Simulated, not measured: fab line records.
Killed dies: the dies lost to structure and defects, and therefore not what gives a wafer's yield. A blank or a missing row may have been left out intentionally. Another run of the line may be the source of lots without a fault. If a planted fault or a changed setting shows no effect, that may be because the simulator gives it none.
Matching of chambers + flow n5_finfet + N5_BEOL_M3_ETCH_64 on rie_diel-02: 4 sister chambers
The step etches SOC in N2/H2, target depth 75 nm, overetch 15 nm, time 112.5 s. 8 wafers are shown with their chamber, then 8 later ones without.

WAFERS WITH THEIR CHAMBER
| wafer  | chamber | throttle_valve_pct (%) | oes_product_au (a.u.) |
|--------|---------|------------------------|-----------------------|
| L080.6 | 2       | 17.65                  | 0.56                  |
| L081.2 | 2       | 17.67                  | 0.56                  |
| L081.6 | 3       | 18.17                  | 0.56                  |
| L083.2 | 1       | 17.65                  | 0.56                  |
| L087.3 | 0       | 17.46                  | 0.68                  |
| L087.5 | 3       | 18.19                  | 0.55                  |
| L087.6 | 0       | 17.45                  | 0.68                  |
| L085.1 | 1       | 17.67                  | 0.56                  |

WAFERS MISSING THEIR CHAMBER
| wafer  | throttle_valve_pct (%) | oes_product_au (a.u.) |
|--------|------------------------|-----------------------|
| L085.3 | 18.20                  | 0.55                  |
| L085.4 | 17.45                  | 0.67                  |
| L089.3 | 17.24                  | 0.74                  |
| L089.4 | 17.23                  | 0.75                  |
| L089.6 | 17.67                  | 0.56                  |
| L096.4 | 17.28                  | 0.71                  |
| L096.5 | 17.48                  | 0.66                  |
| L096.6 | 17.70                  | 0.55                  |

WHICH CHAMBER EACH WENT THROUGH
| wafer  | from the rows above     | in truth                   |
|--------|-------------------------|----------------------------|
| L085.3 | 3                       | 3                          |
| L085.4 | 0                       | 0                          |
| L089.3 | 0                       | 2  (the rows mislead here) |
| L089.4 | 0                       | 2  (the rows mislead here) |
| L089.6 | can't be placed: 1 or 2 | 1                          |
| L096.4 | 0                       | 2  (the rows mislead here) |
| L096.5 | 0                       | 0                          |
| L096.6 | can't be placed: 1 or 2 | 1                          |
Correct placement for 3 of the 8. Not placeable from these rows: 2 (in 2, the candidates include the true chamber). Wrongly placed: 3.
How it was worked out, from the rows above alone: a wafer's distance from a chamber is the root of the sum, over the readings, of the square of ((its reading less the chamber's mean) divided by the reading's scatter). The wafer belongs to the nearest chamber; if the next one is less than 2 further off, it can't be placed. A chamber's mean is the mean of its shown wafers. The scatter: the root of (the sum of the squares of (reading less its chamber's mean) over the shown wafers, divided by (wafers less chambers)).
